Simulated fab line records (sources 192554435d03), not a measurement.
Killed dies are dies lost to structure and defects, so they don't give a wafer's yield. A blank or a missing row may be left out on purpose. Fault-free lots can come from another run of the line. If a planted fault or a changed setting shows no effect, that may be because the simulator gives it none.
fab line records ; flow n5-finfet
record: lots: 4; wafers: 12; last-day: 15
route steps=1938 shown BEOL_M4@1099 BEOL_M5@1112 BEOL_M12@1653 PASSIVATION@1936
lots untouched by any fault: they come from a run of this same line in which no faults occurred
start-h: hours from the record's first day to the start of the lot's first wafer shown ; wait-h: time in hours since the lot's previous step ; " identical to the entry in the row above ; L1.1+2: a row that stands for several wafers ; - value missing, or start not given ; * or withheld: withheld ; < > ~ a bound
route shown NAME@n: names a module that has steps shown in the file, with the first one's number in the route ; usual: mean and standard deviation over wafers with no fault ; same: alike in all rows ; chamber/n: place in a boat ; sites: the reading at each site ; _std_site: their standard deviation ; _edge_site: mean of outer sites minus mean of inner sites ; radius-mm: how far each site lies from the wafer's centre ; mask NAME#n: copy n ; behind: tool/chamber where the wafer was last shaped ; hold: why the lot was held/for how many hours/how that ended ; device: names the non-switching transistor (n, p or np) ; end of line: tests of these same wafers at the route's end ; a step given without rows: its recipe and nothing more ; killed: dies lost to structure and defects at the first sort, not the wafer's yield ; map: shows each die of a wafer: x if killed, . if not, _ if none is there
set.NAME: setting as actually run; set.NAME@STEP: the setting as run at that earlier step ; model.NAME: the simulator's own value behind a step, which no gauge read
lots at selected steps of the route; one table per step, one row per wafer
services: when a tool's chamber went out of use (start-h, in hours from the record's first day, below 0 if earlier), for how many hours, and the reason
== steps ==
step: N5_BEOL_M4_ANNEAL_95
recipe: temp-c: 400; time-s: 240; ambient: vacuum
step: N5_BEOL_M4_SPUTTER_96
recipe: material: Cu; target-thk-a: 45; temp-c: -20; chamber-pressure-pa: 0.07; power-w: withheld; time-s: 8.29
step: N5_BEOL_M4_ECD_50
recipe: material: Cu; target-thk-a: 3000
step: N5_BEOL_M4_ANNEAL_51
recipe: temp-c: 225; time-s: 90; ambient: N2
step: N5_BEOL_M4_CMP_52
recipe: stop-on: SiOC; t-overpolish-s: 6.8; down-force-psi: 1; platen-rpm: 50; clearing-platen-down-force-psi: 1.5; clearing-platen-rpm: 50; post-cmp-clean: cu-alkaline; target-thk-nm: 40; clearing-platen-pad-velocity-m-s: 0.99484; pad-velocity-m-s: 0.99484
step: N5_BEOL_M4_PRE_CLEAN_60
recipe: gas: NH3/H2; time-s: 15; temp-c: *; rf-power-w: 300
step: N5_BEOL_M4_CO_CAP_55
recipe: material: Co; target-thk-a: 20; temp-c: 200; precursor: CCTBA/H2; pressure-torr: 30; time-s: 102.1
step: N5_BEOL_M4_PRE_CLEAN_56
recipe: gas: NH3; time-s: 15; temp-c: withheld; rf-power-w: 300
step: N5_BEOL_M4_DEP_57
recipe: material: SiCN; target-thk-a: 80; temp-c: withheld; precursor: 3MS/NH3; pressure-torr: 3; rf-w: 202; time-s: 14
step: N5_BEOL_M4_RC_MEAS_101
usual: DIBL_N: 36.3/1.7; DIBL_P: 36.5/1.8; IOFF_N: 0.16/0.033; IOFF_P: 0.21/0.037; ION_N: 675/11; ION_P: 462/7.9; SS_N: 71.6/0.64; SS_P: 73.3/0.68; VT_N: 249/3.3; VT_P: -250/3.3
lot.wafer;tool;chamber;start-h;wait-h;DIBL_N[mV/V];DIBL_P[mV/V];IOFF_N[nA/um];IOFF_P[nA/um];ION_N[uA/um];ION_P[uA/um];SS_N[mV/dec];SS_P[mV/dec];VT_N[mV];VT_P[mV]
L400.3;prober-01;0;183.02;0.3;38.1;37.8;0.19;0.26;684;467;71.9;73.3;245;-249
L400.5;prober-01;0;183.02;0.3;38.4;38.6;0.19;0.27;680;468;72.2;74.1;247;-247
L400.6;prober-01;0;183.02;0.3;36.8;36.7;0.16;0.23;675;463;70.9;73.6;250;-248
L408.1;prober-02;0;231.02;0.0;36.1;36.2;0.17;0.22;676;463;72.2;73.2;249;-250
L408.3;prober-02;0;231.02;0.0;39.4;40.8;0.24;0.31;686;470;71.8;74.3;243;-246
L408.5;prober-02;0;231.02;0.0;37.9;38.3;0.20;0.25;680;463;72.3;74.7;245;-250
L410.3;prober-01;0;254.00;0.3;36.9;36.9;0.18;0.27;688;476;71.6;73.2;246;-244
L410.5;prober-01;0;254.00;0.3;38.6;38.4;0.22;0.32;683;476;72.2;73.3;246;-241
L410.6;prober-01;0;254.00;0.3;37.9;38.2;0.20;0.30;678;472;72.1;73.5;247;-242
L415.1;prober-01;0;267.45;0.0;35.8;34.5;0.14;0.20;665;465;71.5;71.9;254;-250
L415.2;prober-01;0;267.45;0.0;36.5;34.3;0.15;0.20;667;457;71.8;72.8;252;-249
L415.3;prober-01;0;267.45;0.0;38.4;38.6;0.19;0.27;675;465;72.3;73.7;249;-246
step: N5_BEOL_M5_ILD_DEP_00
recipe: material: SiCOH_lowk; target-thk-a: 1406.4; temp-c: 300; precursor: DEMS/porogen; pressure-torr: 5; rf-w: 500; time-s: 25.9
step: N5_BEOL_M5_CURE_79
recipe: temp-c: 385; time-s: 240; ambient: He/Ar; material: SiCOH_lowk
step: N5_BEOL_M5_PECVD_70
recipe: material: SiO2; target-thk-a: 160; temp-c: 400; precursor: TEOS/O2; pressure-torr: 5.5; rf-w: 450; teos-flow-sccm: 53.8; gas: O2; flow-sccm: 3000; time-s: 18
step: N5_BEOL_M5_HM_DEP_02
recipe: material: TiN; target-thk-a: 200; temp-c: 25; chamber-pressure-pa: 0.49996
step: N5_BEOL_M5_COAT_59
recipe: resist: SOC; temp-c: 250; time-s: 60; spin-rpm: 1500; resist-thk-nm: 60
step: N5_BEOL_M5_COAT_60
recipe: resist: SiARC; temp-c: 220; time-s: 60; spin-rpm: 1500; resist-thk-nm: 12
step: N5_BEOL_M5_COAT_71
recipe: resist: underlayer; temp-c: 205; time-s: 60; spin-rpm: 1500; resist-thk-nm: 5
step: N5_BEOL_M5_COAT_05
recipe: resist: CAR-EUV; spin-rpm: 1500; resist-thk-nm: 30
step: N5_BEOL_M5_EBR_07
recipe: solvent: PGMEA; ebr-width-mm: 1.5
step: N5_BEOL_M5_SOFTBAKE_06
recipe: temp-c: 110; time-s: 60; resist: CAR-EUV
step: N5_BEOL_M5_EXPOSE_08
recipe: mask-id: M5; na: 0.33; source-shape: annular; sigma-inner: 0.4; sigma-outer: 0.8; polarization: unpolarized; target-cd-nm: 28; dose-mj: 35.75
step: N5_BEOL_M5_PEB_09
recipe: peb-temp-c: 100; peb-time-s: 60; resist: CAR-EUV
step: N5_BEOL_M5_DEVELOP_10
recipe: develop-time-s: 30; developer: TMAH; resist: CAR-EUV; rinse-liquid: surfactant-rinse; dry: air-spin; dev-temp-c: 23
step: N5_BEOL_M5_DESCUM_16
recipe: chemistry: O2; time-s: 7; source-power-w: 50; bias-power-w: 20; pressure-mtorr: 20; rf-frequency-hz: 2.712e+07; temp-c: 40; resist: CAR-EUV; o2-flow-sccm: 225
step: N5_BEOL_M5_ETCH_72
recipe: chemistry: N2/H2; target: underlayer; target-depth-a: 65; mask-material: CAR-EUV; time-s: 5.2; ion-energy-ev: 200; pressure-mtorr: 30; source-w: 840; bias-w: 150; n2-flow-sccm: 200; h2-flow-sccm: 200; ends: cleared
step: N5_BEOL_M5_ETCH_61
recipe: chemistry: CF4; target: SiARC; target-depth-a: 156; mask-material: CAR-EUV; time-s: 26; ion-energy-ev: 80; pressure-mtorr: 40; source-w: 545; bias-w: 36; Ar_flow_sccm: 100; cf4-flow-sccm: 100; ends: cleared
step: N5_BEOL_M5_ETCH_62
recipe: chemistry: N2/H2; target: SOC; target-depth-a: 750; overetch-a: 150; mask-material: SiARC; temp-c: 40; time-s: 112.5; ion-energy-ev: 200; pressure-mtorr: 30; source-w: 840; bias-w: 150; n2-flow-sccm: 200; h2-flow-sccm: 200
step: N5_BEOL_M5_STRIP_63
recipe: chemistry: N2/H2; temp-c: 40; n2-flow-sccm: 200; h2-flow-sccm: 200; rf-frequency-hz: 6e+07
step: N5_BEOL_M5_STRIP_73
recipe: chemistry: N2/H2; temp-c: 40; n2-flow-sccm: 200; h2-flow-sccm: 200; rf-frequency-hz: 6e+07
step: N5_BEOL_M5_STRIP_64
recipe: chemistry: CF4; resist: SiARC; power-w: 300; bias-power-w: 75; pressure-mtorr: 50; cf4-flow-sccm: 150; rf-frequency-hz: 6e+07
step: N5_BEOL_M5_HM_OPEN_17
recipe: chemistry: Cl2/BCl3; target-depth-a: 200; overetch-a: 60; target: TiN; mask-material: SOC; ion-energy-ev: 150; pressure-mtorr: 10; icp-w: 1000; bias-w: 126; Cl2_flow_sccm: 53.25; bcl3-flow-sccm: 21.75; Ar_flow_sccm: 25
step: N5_BEOL_M5_STRIP_19
recipe: chemistry: O2; power-w: 400; temp-c: 40; pressure-mtorr: 30; rf-frequency-hz: 6e+07; bias-power-w: 0; overash-fraction: 0.2; o2-flow-sccm: 225
step: N5_BEOL_M5_COAT_65
recipe: resist: SOC; temp-c: 250; time-s: 60; spin-rpm: 1500; resist-thk-nm: 60
step: N5_BEOL_M5_COAT_66
recipe: resist: SiARC; temp-c: 220; time-s: 60; spin-rpm: 1500; resist-thk-nm: 12
step: N5_BEOL_M12_CMP_49
recipe: stop-on: SiOC; t-overpolish-s: 20.6; down-force-psi: 1; platen-rpm: 50; clearing-platen-down-force-psi: 1.5; clearing-platen-rpm: 50; post-cmp-clean: cu-alkaline; target-thk-nm: 320; clearing-platen-pad-velocity-m-s: 0.99484; pad-velocity-m-s: 0.99484
usual: barrier-field-endpoint-s: 30.5/0.73; motor-current-A: 6.1/0.7; overpolish-run-s: 20.600/0.009
lot.wafer;tool;chamber;start-h;wait-h;barrier-field-endpoint-s;motor-current-A;overpolish-run-s
L400.3;cmp-04;2;250.31;0.2;30.6;5.5;20.585
L400.6;cmp-04;0;250.31;0.2;31.6;5.1;20.582
L400.5;cmp-04;1;250.31;0.2;30.9;6.4;20.611
L408.3;cmp-04;1;301.94;0.2;59.0;6.5;7.267
L408.1;cmp-04;0;301.94;0.2;30.0;5.4;20.595
L408.5;cmp-04;1;301.94;0.2;30.6;6.5;20.605
L410.3;cmp-04;0;320.96;0.3;62.6;5.5;3.635
L410.5;cmp-04;1;320.96;0.3;30.4;6.2;20.603
L410.6;cmp-04;2;320.96;0.3;29.9;5.7;20.581
L415.1;cmp-01;2;334.87;0.3;30.0;6.9;20.585
L415.3;cmp-01;3;334.87;0.3;30.5;6.9;20.603
L415.2;cmp-01;0;334.87;0.3;31.3;5.9;20.601
step: N5_BEOL_M12_THK_MEAS_50
recipe: thk-meas-gauge: xrf; reads: Cu_of_BEOL_M12_ECD_47
usual: M12_THK: 326/6
lot.wafer;tool;chamber;start-h;wait-h;M12_THK[nm]
L400.3;film-metro-01;-;250.53;-;321
L400.5;film-metro-01;-;250.53;-;320
L400.6;film-metro-01;-;250.53;-;317
L408.1;film-metro-02;-;302.24;-;334
L408.3;film-metro-02;-;302.24;-;666
L408.5;film-metro-02;-;302.24;-;333
L410.3;film-metro-02;-;321.14;-;614
L410.5;film-metro-02;-;321.14;-;322
L410.6;film-metro-02;-;321.14;-;327
L415.1;film-metro-01;-;335.12;-;323
L415.2;film-metro-01;-;335.12;-;319
L415.3;film-metro-01;-;335.12;-;318
step: N5_BEOL_M12_INSPECT_55
recipe: inspect-instrument: darkfield; mode: post-dep
usual: raw-defect-count: 76/24
lot.wafer;tool;chamber;start-h;wait-h;raw-defect-count
L400.3;defect-inspect-02;-;250.68;0.0;121
L400.5;defect-inspect-02;-;250.68;0.0;93
L400.6;defect-inspect-02;-;250.68;0.0;147
L408.1;defect-inspect-02;-;302.39;0.0;87
L408.3;defect-inspect-02;-;302.39;0.0;4868
L408.5;defect-inspect-02;-;302.39;0.0;59
L410.3;defect-inspect-02;-;321.30;0.0;4896
L410.5;defect-inspect-02;-;321.30;0.0;60
L410.6;defect-inspect-02;-;321.30;0.0;67
L415.1;defect-inspect-01;-;335.27;0.0;85
L415.2;defect-inspect-01;-;335.27;0.0;138
L415.3;defect-inspect-01;-;335.27;0.0;114
step: N5_PASSIVATION_PROBE_49
usual: defect-limited-yield: 91.3/1.5; killed_at_M0_to_M3: 34/9.4; killed_at_M4_up: 13/5.3; killed-at-contacts: 13/5.7; killed-at-front-end: 40/10; killed-at-other: 3.7/2.8; killed-dies: 103/17; killed-on-rim: 13/4.2; killed-open: 67/13; killed-short: 35/8.5; sort_bin_5_function: 5.0/0.98; sort_bin_6_memory: 3.3/0.7; sort-n-pass: 1077/17; sort-yield-pct: 91.3/1.5
same: gross-dies: 1180; killed-at-back-side: 0; sort_bin_4_leakage[%]: 0; sort_bin_8_speed[%]: 0
lot.wafer;tool;chamber;start-h;wait-h;defect-limited-yield[%];killed_at_M0_to_M3;killed_at_M4_up;killed-at-contacts;killed-at-front-end;killed-at-other;killed-dies;killed-on-rim;killed-open;killed-short;sort_bin_5_function[%];sort_bin_6_memory[%];sort-n-pass;sort-yield-pct[%]
L408.1;prober-01;-;332.57;0.0;92.8;25;17;14;28;1;85;10;57;26;4.8;2.3;1095;92.8
L408.3;prober-01;-;332.67;0.1;0;24;1109;18;28;1;1180;152;43;38;3.8;3.1;0;0
L408.5;prober-01;-;332.77;0.2;90.0;43;17;19;38;1;118;10;79;39;5.8;3.6;1062;90.0
L410.3;prober-02;-;353.27;0.1;0;33;1089;5;52;1;1180;152;62;40;4.5;3.7;0;0
killed by level:class
L408.1 MOL_CONTACT_COAG:geometric-particle:open=10 STI_FIN_REVEAL:geometric-particle:open=7 BEOL_M3:geometric-particle:open=7 GATE_CUT:geometric-particle:open=7 GATE_CUT:geometric-particle:short=5 BEOL_M4:geometric-particle:open=5 MOL_CONTACT_COAG:geometric-particle:short=4 BEOL_M0_SAQP:geometric-particle:short=3
L408.3 BEOL_M12:area-cmp=1098 MOL_CONTACT_COAG:geometric-particle:open=9 MOL_CONTACT_COAG:geometric-particle:short=9 FIN_SAQP:geometric-particle:short=7 GATE_CUT:geometric-particle:short=6 BEOL_M2:geometric-particle:short=6 BEOL_M2:geometric-particle:open=6 STI_FIN_REVEAL:geometric-particle:open=4
L408.5 BEOL_M3:geometric-particle:open=21 MOL_CONTACT_COAG:geometric-particle:open=13 FIN_SAQP:geometric-particle:short=8 BEOL_M0:geometric-particle:open=7 GATE_CUT:geometric-particle:short=6 MOL_CONTACT_COAG:geometric-particle:short=6 BEOL_M1:geometric-particle:open=5 BEOL_M4:geometric-particle:open=5
L410.3 BEOL_M12:area-cmp=1077 FIN_SAQP:geometric-particle:short=16 FIN_SAQP:geometric-particle:open=13 BEOL_M0_SAQP:geometric-particle:short=10 BEOL_M0_SAQP:geometric-particle:open=6 BEOL_M1:geometric-particle:open=6 BEOL_M2:geometric-particle:open=5 DUMMY_GATE:geometric-particle:open=4
map L408.3 (x killed, . not)
_________________xxxxxxxxxxxx________________
______________xxxxxxxxxxxxxxxxxx_____________
___________xxxxxxxxxxxxxxxxxxxxxxxx__________
__________xxxxxxxxxxxxxxxxxxxxxxxxxx_________
________xxxxxxxxxxxxxxxxxxxxxxxxxxxxxx_______
_______xxxxxxxxxxxxxxxxxxxxxxxxxxxxxxxx______
______xxxxxxxxxxxxxxxxxxxxxxxxxxxxxxxxxx_____
_____xxxxxxxxxxxxxxxxxxxxxxxxxxxxxxxxxxxx____
____xxxxxxxxxxxxxxxxxxxxxxxxxxxxxxxxxxxxxx___
___xxxxxxxxxxxxxxxxxxxxxxxxxxxxxxxxxxxxxxxx__
___xxxxxxxxxxxxxxxxxxxxxxxxxxxxxxxxxxxxxxxx__
__xxxxxxxxxxxxxxxxxxxxxxxxxxxxxxxxxxxxxxxxxx_
__xxxxxxxxxxxxxxxxxxxxxxxxxxxxxxxxxxxxxxxxxx_
_xxxxxxxxxxxxxxxxxxxxxxxxxxxxxxxxxxxxxxxxxxxx
_xxxxxxxxxxxxxxxxxxxxxxxxxxxxxxxxxxxxxxxxxxxx
_xxxxxxxxxxxxxxxxxxxxxxxxxxxxxxxxxxxxxxxxxxxx
_xxxxxxxxxxxxxxxxxxxxxxxxxxxxxxxxxxxxxxxxxxxx
_xxxxxxxxxxxxxxxxxxxxxxxxxxxxxxxxxxxxxxxxxxxx
_xxxxxxxxxxxxxxxxxxxxxxxxxxxxxxxxxxxxxxxxxxxx
_xxxxxxxxxxxxxxxxxxxxxxxxxxxxxxxxxxxxxxxxxxxx
_xxxxxxxxxxxxxxxxxxxxxxxxxxxxxxxxxxxxxxxxxxxx
__xxxxxxxxxxxxxxxxxxxxxxxxxxxxxxxxxxxxxxxxxx_
__xxxxxxxxxxxxxxxxxxxxxxxxxxxxxxxxxxxxxxxxxx_
___xxxxxxxxxxxxxxxxxxxxxxxxxxxxxxxxxxxxxxxx__
___xxxxxxxxxxxxxxxxxxxxxxxxxxxxxxxxxxxxxxxx__
____xxxxxxxxxxxxxxxxxxxxxxxxxxxxxxxxxxxxxx___
_____xxxxxxxxxxxxxxxxxxxxxxxxxxxxxxxxxxxx____
______xxxxxxxxxxxxxxxxxxxxxxxxxxxxxxxxxx_____
_______xxxxxxxxxxxxxxxxxxxxxxxxxxxxxxxx______
________xxxxxxxxxxxxxxxxxxxxxxxxxxxxxx_______
__________xxxxxxxxxxxxxxxxxxxxxxxxxx_________
___________xxxxxxxxxxxxxxxxxxxxxxxx__________
______________xxxxxxxxxxxxxxxxxx_____________
_________________xxxxxxxxxxxx________________
map L410.3 (x killed, . not)
_________________xxxxxxxxxxxx________________
______________xxxxxxxxxxxxxxxxxx_____________
___________xxxxxxxxxxxxxxxxxxxxxxxx__________
__________xxxxxxxxxxxxxxxxxxxxxxxxxx_________
________xxxxxxxxxxxxxxxxxxxxxxxxxxxxxx_______
_______xxxxxxxxxxxxxxxxxxxxxxxxxxxxxxxx______
______xxxxxxxxxxxxxxxxxxxxxxxxxxxxxxxxxx_____
_____xxxxxxxxxxxxxxxxxxxxxxxxxxxxxxxxxxxx____
____xxxxxxxxxxxxxxxxxxxxxxxxxxxxxxxxxxxxxx___
___xxxxxxxxxxxxxxxxxxxxxxxxxxxxxxxxxxxxxxxx__
___xxxxxxxxxxxxxxxxxxxxxxxxxxxxxxxxxxxxxxxx__
__xxxxxxxxxxxxxxxxxxxxxxxxxxxxxxxxxxxxxxxxxx_
__xxxxxxxxxxxxxxxxxxxxxxxxxxxxxxxxxxxxxxxxxx_
_xxxxxxxxxxxxxxxxxxxxxxxxxxxxxxxxxxxxxxxxxxxx
_xxxxxxxxxxxxxxxxxxxxxxxxxxxxxxxxxxxxxxxxxxxx
_xxxxxxxxxxxxxxxxxxxxxxxxxxxxxxxxxxxxxxxxxxxx
_xxxxxxxxxxxxxxxxxxxxxxxxxxxxxxxxxxxxxxxxxxxx
_xxxxxxxxxxxxxxxxxxxxxxxxxxxxxxxxxxxxxxxxxxxx
_xxxxxxxxxxxxxxxxxxxxxxxxxxxxxxxxxxxxxxxxxxxx
_xxxxxxxxxxxxxxxxxxxxxxxxxxxxxxxxxxxxxxxxxxxx
_xxxxxxxxxxxxxxxxxxxxxxxxxxxxxxxxxxxxxxxxxxxx
__xxxxxxxxxxxxxxxxxxxxxxxxxxxxxxxxxxxxxxxxxx_
__xxxxxxxxxxxxxxxxxxxxxxxxxxxxxxxxxxxxxxxxxx_
___xxxxxxxxxxxxxxxxxxxxxxxxxxxxxxxxxxxxxxxx__
___xxxxxxxxxxxxxxxxxxxxxxxxxxxxxxxxxxxxxxxx__
____xxxxxxxxxxxxxxxxxxxxxxxxxxxxxxxxxxxxxx___
_____xxxxxxxxxxxxxxxxxxxxxxxxxxxxxxxxxxxx____
______xxxxxxxxxxxxxxxxxxxxxxxxxxxxxxxxxx_____
_______xxxxxxxxxxxxxxxxxxxxxxxxxxxxxxxx______
________xxxxxxxxxxxxxxxxxxxxxxxxxxxxxx_______
__________xxxxxxxxxxxxxxxxxxxxxxxxxx_________
___________xxxxxxxxxxxxxxxxxxxxxxxx__________
______________xxxxxxxxxxxxxxxxxx_____________
_________________xxxxxxxxxxxx________________
== services ==
tool;chamber;start-h;hours;kind
cmp-04;-;239.30;0.7;repair
cmp-01;-;247.09;14.3;pm
cmp-04;-;262.37;5.8;repair
cmp-01;-;268.07;5.1;pm
cmp-04;-;279.00;5.4;pm
cmp-04;-;287.56;4.0;pm
cmp-04;-;291.56;-;consumable-replace:conditioner
cmp-04;-;291.56;-;consumable-replace:pad
cmp-01;-;324.08;3.3;repair
== key ==
first-sign: step: N5_BEOL_M12_CMP_49; reading: overpolish-run-s; direction: down; sigmas: 99+; usual: 20.600; struck: 5.451
effect: step: N5_BEOL_M12_CMP_49; reading: barrier-field-endpoint-s; direction: up; sigmas: 41; usual: 30.5; struck: 60.8
effect: step: N5_BEOL_M12_THK_MEAS_50; reading: M12_THK; direction: up; sigmas: 52; usual: 326; struck: 640
effect: step: N5_BEOL_M12_INSPECT_55; reading: raw-defect-count; direction: up; sigmas: 99+; usual: 76; struck: 4882
effect: step: N5_PASSIVATION_PROBE_49; reading: killed_at_M4_up; direction: up; sigmas: 99+; usual: 13; struck: 1099
more-kills-born-at: N5_BEOL_M12_CMP_49@cmp-04: 2175
met-at N5_BEOL_M12_CMP_49
struck-wafers L408.3,L410.3
later-rows-left-out L408.3,L410.3
onset-between 250.31 301.94
fault: kind: process-parameter-drift; tool: cmp-04; chamber: -; onset-h: 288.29; steps: N5_BEOL_M12_CMP_49; channel: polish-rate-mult; offset: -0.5; shape: step; end-h: 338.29; scope: struck-wafers-only
later-rows-left-out: the simulator's readings of these wafers behind a module that went badly wrong aren't trusted and aren't shown, but for the sort
